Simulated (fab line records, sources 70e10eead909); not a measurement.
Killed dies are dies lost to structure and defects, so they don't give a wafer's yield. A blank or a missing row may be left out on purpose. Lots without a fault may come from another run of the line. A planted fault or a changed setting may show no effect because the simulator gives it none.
Which tool did it? | flow nand_harc | 11 lots, 33 wafers sampled, at 5 steps of a route of 1302

WHAT THE GAUGES READ, wafer by wafer
NHARC_END_SORT_01.
lot  | measured     | on        | killed_at_array
L369 | day 28 18:43 | prober-01 | 24 29 19

WHICH TOOL RAN EACH LOT (tool, then ch and the chambers of the sampled wafers, then the start)
lot  | NHARC_A_STAIRCASE_ETCH_452                    | NHARC_A_STAIRCASE_HM_DEP_462  | NHARC_A_STAIRCASE_ETCH_453         | NHARC_A_STAIRCASE_STRIP_316
L360 | rie_diel-12 ch 0,2,3, day 16 16:31 or earlier | acl_dep-03 ch 0, day 16 16:31 | rie_diel-04 ch 0,1, day 16 19:26   | rie_diel-04 ch 0,3, no start
L361 | rie_diel-12 ch 2,3, day 16 23:07 or earlier   | acl_dep-02 ch 0, day 16 23:07 | rie_diel-05 ch 0,1,2, day 17 03:48 | rie_diel-05 ch 1,2, no start
L362 | rie_diel-04 ch 0,1,2, day 17 10:08 or earlier | acl_dep-03 ch 0, day 17 10:08 | rie_diel-12 ch 1,3, day 17 13:35   | rie_diel-12 ch 0,3, no start
L363 | rie_diel-04 ch 0,1,3, day 17 23:53 or earlier | acl_dep-03 ch 0, day 17 23:53 | rie_diel-12 ch 0,1,2, day 18 02:58 | rie_diel-12 ch 0,2,3, no start
L369 | rie_diel-04 ch 1,2,3, day 21 03:01 or earlier | acl_dep-01 ch 0, day 21 03:01 | rie_diel-12 ch 0,1,3, day 21 06:25 | rie_diel-12 ch 0,1,3, day 28 18:43 or earlier
L373 | rie_diel-05 ch 0,1,3, day 21 22:58 or earlier | acl_dep-01 ch 0, day 21 22:58 | rie_diel-12 ch 0,2,3, day 22 02:22 | rie_diel-12 ch 0,1,3, no start
L377 | rie_diel-04 ch 0,1,3, day 23 19:00 or earlier | acl_dep-02 ch 0, day 23 19:00 | rie_diel-05 ch 1,2,3, day 23 22:52 | rie_diel-05 ch 0,2,3, no start
L379 | rie_diel-12 ch 0,1,2, day 24 17:20 or earlier | acl_dep-02 ch 0, day 24 17:20 | rie_diel-04 ch 0,2, day 24 20:36   | rie_diel-04 ch 1,3, no start
L378 | rie_diel-05 ch 1,2, day 24 21:31 or earlier   | acl_dep-02 ch 0, day 24 21:31 | rie_diel-05 ch 0,2, day 25 00:35   | rie_diel-05 ch 0,1,3, no start
L382 | rie_diel-12 ch 0,2,3, day 25 19:43 or earlier | acl_dep-01 ch 0, day 25 19:43 | rie_diel-05 ch 1,2,3, day 25 23:06 | rie_diel-05 ch 0,1,3, no start
L383 | rie_diel-12 ch 0,1,3, day 26 05:18 or earlier | acl_dep-01 ch 0, day 26 05:18 | rie_diel-04 ch 0,1,3, day 26 07:52 | rie_diel-04 ch 0,1,3, no start
- NHARC_A_STAIRCASE_ETCH_452: etches the open film in CF4/O2, target depth 30 nm, overetch 3 nm, time 16.5 s.
- NHARC_A_STAIRCASE_HM_DEP_462: deposits aC, target thk 800 nm.
- NHARC_A_STAIRCASE_ETCH_453: etches the open film in CF4/O2, target depth 30 nm, overetch 3 nm, time 16.5 s.
- NHARC_A_STAIRCASE_STRIP_316: strips in O2.

THE ANSWER, worked out from the rows above alone
Rule: what is usual is taken from the lots themselves. Put in order of their means at a reading, lots are off if they are a third of the lots or fewer, leave a main group of 4 or more, and stand apart from it by a gap of 3 or more times the standard deviation of the main group's means; of several such gaps the widest counts. A main group whose means are all the same, to the digits that the tables above print for the reading, isn't used. A lot without any number at a reading at which 4 lots or more have one is off too. The other lots that the step has rows for count as sound.
No lot is off at any reading shown: from this, nothing can be told.

WHAT THE SIMULATOR HAD PUT IN
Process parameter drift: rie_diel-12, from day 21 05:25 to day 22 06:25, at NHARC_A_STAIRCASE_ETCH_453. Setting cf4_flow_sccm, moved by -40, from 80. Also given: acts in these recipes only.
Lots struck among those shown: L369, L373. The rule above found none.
